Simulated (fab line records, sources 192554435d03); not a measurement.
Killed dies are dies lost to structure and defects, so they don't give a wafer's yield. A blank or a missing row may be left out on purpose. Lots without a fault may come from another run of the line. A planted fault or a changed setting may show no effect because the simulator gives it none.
One fault seen from 2 desks | flow n5_finfet | each desk has only its own numbers; what lay behind them comes last

THE TOOL OWNER'S DESK: rie_diel-06
The tool's own readings at N5_BEOL_M4_ETCH_70 (etches SOC in N2/H2, target depth 80 nm, overetch 24 nm, time 130 s): means of the sampled wafers that have a number, for each lot that ran on this tool. A lot is out of limits, marked OUT, if its mean lies more than 4 standard deviations from the usual mean; the brackets give that distance.
Columns: A = drypump_motor_current_A at N5_BEOL_M4_ETCH_70, usual 5.8 A; B = oes_product_au at N5_BEOL_M4_ETCH_70, usual 0.58 a.u.; C = rf_vpp_V at N5_BEOL_M4_ETCH_70, usual 524.8 V; D = run_length_s at N5_BEOL_M4_ETCH_70, usual 153.2 s; E = showerhead_plenum_p_Torr at N5_BEOL_M4_ETCH_70, usual 2.58 Torr; F = throttle_valve_pct at N5_BEOL_M4_ETCH_70, usual 17.84 %
lot  | first seen here | A   | B    | C     | D                | E    | F
L790 | day 8 08:49     | 5.5 | 0.56 | 524.5 | 153.0            | 2.54 | 18.03
L797 | day 10 13:36    | 5.6 | 0.57 | 523.6 | 153.3            | 2.55 | 18.20
L798 | day 10 23:38    | 5.6 | 0.63 | 525.3 | 153.5            | 2.61 | 18.15
L802 | day 11 07:02    | 5.6 | 0.57 | 523.7 | 151.1 (-6.5) OUT | 2.54 | 18.22
L804 | day 12 00:14    | 5.8 | 0.65 | 528.6 | 150.2 (-9.1) OUT | 2.70 | 17.94
This desk's finding: out of limits on L802, L804; first on L802, day 11 07:02 (run_length_s at N5_BEOL_M4_ETCH_70). In limits: L790, L797, L798.

THE METROLOGY DESK
What the gauges read, lot by lot, whatever tool the lot ran on: means of the sampled wafers that have a number. A lot is out of limits, marked OUT, if its mean lies more than 4 standard deviations from the usual mean; the brackets give that distance. Of its 11 readings 7 are shown: those that lie furthest out on some lot.
Columns: A = DIBL_N at N5_BEOL_M4_RC_MEAS_101, usual 35.9 mV/V; B = DIBL_P at N5_BEOL_M4_RC_MEAS_101, usual 35.9 mV/V; C = IOFF_N at N5_BEOL_M4_RC_MEAS_101, usual 0.155 nA/um; D = IOFF_P at N5_BEOL_M4_RC_MEAS_101, usual 0.201 nA/um; E = SS_N at N5_BEOL_M4_RC_MEAS_101, usual 71.6 mV/dec; F = SS_P at N5_BEOL_M4_RC_MEAS_101, usual 73.1 mV/dec; G = VT_N at N5_BEOL_M4_RC_MEAS_101, usual 250.0 mV
lot  | first seen here | A    | B    | C     | D     | E    | F    | G
L789 | day 8 00:59     | 34.8 | 34.0 | 0.132 | 0.193 | 71.5 | 72.5 | 254.1
L790 | day 8 09:10     | 35.6 | 34.9 | 0.151 | 0.215 | 71.6 | 72.9 | 250.6
L791 | day 8 21:11     | 36.6 | 35.9 | 0.150 | 0.193 | 71.7 | 72.8 | 250.9
L797 | day 10 13:58    | 33.9 | 32.8 | 0.129 | 0.177 | 70.8 | 72.4 | 250.8
L798 | day 11 00:01    | 35.6 | 36.0 | 0.143 | 0.195 | 71.2 | 72.7 | 251.9
L802 | day 11 07:24    | 37.0 | 36.5 | 0.184 | 0.244 | 72.4 | 73.8 | 246.2
L804 | day 12 00:35    | 38.8 | 36.8 | 0.171 | 0.213 | 71.8 | 74.2 | 249.7
L808 | day 12 17:56    | 38.4 | 39.1 | 0.198 | 0.247 | 72.2 | 73.7 | 245.2
L810 | day 13 12:18    | 36.0 | 35.3 | 0.148 | 0.183 | 71.2 | 73.2 | 250.5
This desk's finding: nothing out of limits on any of the 9 lots.

PUT TOGETHER
The tool owner's desk could have raised an alarm at day 11 07:02, on L802, L804.
The metrology desk saw nothing out of limits.
The metrology desk has L802, L804 on record, within its limits.
Of the lots named, all ran N5_BEOL_M4_ETCH_70 on rie_diel-06.

WHAT THE SIMULATOR HAD PUT IN
Process parameter drift: rie_diel-06, from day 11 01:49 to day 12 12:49, at N5_BEOL_M4_ETCH_70. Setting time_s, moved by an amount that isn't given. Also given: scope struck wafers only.
Lots struck among those shown: L802, L804.
Hours from the fault's start to each desk's first reading out of limits: the tool owner's desk, 5.
